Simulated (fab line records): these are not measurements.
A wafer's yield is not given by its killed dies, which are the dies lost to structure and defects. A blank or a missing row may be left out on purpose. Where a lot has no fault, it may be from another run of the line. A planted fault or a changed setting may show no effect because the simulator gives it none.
One fault seen from 2 desks    flow n5-finfet    each desk holds nothing but its own numbers, with what lay behind them at the end

## METROLOGY DESK
Means of the sampled wafers that have a number, per lot and without regard to the tool the lot ran on: this is what the gauges read. Marked OUT: a lot whose mean sits more than 4 standard deviations from the usual mean, which makes it out of limits; the brackets give that distance.
Columns: A = trench-depth-nm at N5_BEOL_M11_OCD_MEAS_38, usual 148.3 nm
lot   first seen here  A
L546  day 11 02:32     148.5
L544  day 11 18:26     149.4
L547  day 12 00:32     150.0
L551  day 13 00:57     146.0
L550  day 13 01:10     147.6
L558  day 14 22:32     146.6
L561  day 15 13:12     147.3
L562  day 15 13:29     149.6
L564  day 16 05:25     147.4
L565  day 16 09:17     149.3
This desk's finding: nothing out of limits on any of the 10 lots.

## TOOL OWNER'S DESK, rie-diel-06
The tool's own readings at N5_BEOL_M11_ETCH_65 (etches SiARC in CF4, target depth 39 nm, time 65 s): means of the sampled wafers that have a number, for each lot that ran on this tool. Marked OUT: a lot whose mean sits more than 4 standard deviations from the usual mean, which makes it out of limits; the brackets give that distance.
Columns: A = drypump-motor-current-A at N5_BEOL_M11_ETCH_65, usual 5.8 A; B = etch-rf-on-time-s at N5_BEOL_M11_ETCH_65, usual 65.1 s; C = mfc-ar-sccm at N5_BEOL_M11_ETCH_65, usual 100.0 sccm; D = oes-product-au at N5_BEOL_M11_ETCH_65, usual 0.67 a.u.; E = rf-vpp-V at N5_BEOL_M11_ETCH_65, usual 184.0 V; F = showerhead-plenum-p-Torr at N5_BEOL_M11_ETCH_65, usual 2.15 Torr; G = throttle-valve-pct at N5_BEOL_M11_ETCH_65, usual 15.62 %
lot   first seen here  A    B               C      D     E      F     G
L544  day 11 17:59     6.3  64.6            99.7   0.70  183.4  2.10  15.51
L547  day 12 00:04     6.0  65.8            100.3  0.67  183.3  2.10  15.54
L551  day 13 00:29     6.2  66.6            100.0  0.63  182.3  2.08  15.70
L558  day 14 21:47     6.2  52.5 (-10) OUT  100.1  0.73  183.2  2.08  15.73
L561  day 15 12:44     6.2  52.9 (-10) OUT  100.1  0.73  183.3  2.08  15.73
This desk's verdict: out of limits on L558, L561, starting with L558 at day 14 21:47 (etch-rf-on-time-s at N5_BEOL_M11_ETCH_65). L544, L547, L551: within limits.

## TAKEN TOGETHER
On L558, L561, at day 14 21:47, an alarm was possible from the tool owner's desk.
From the metrology desk's view, nothing was out of limits.
The metrology desk has L558, L561 on record, within its limits.
Every lot named ran N5_BEOL_M11_ETCH_65 on rie-diel-06.

## WHAT HAD BEEN PUT IN BY THE SIMULATOR
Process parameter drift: rie-diel-06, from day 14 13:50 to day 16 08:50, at N5_BEOL_M11_ETCH_65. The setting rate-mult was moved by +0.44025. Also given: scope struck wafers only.
Struck lots among those shown: L558, L561.
Hours from the fault's start to each desk's first reading out of limits: the tool owner's desk, 8.
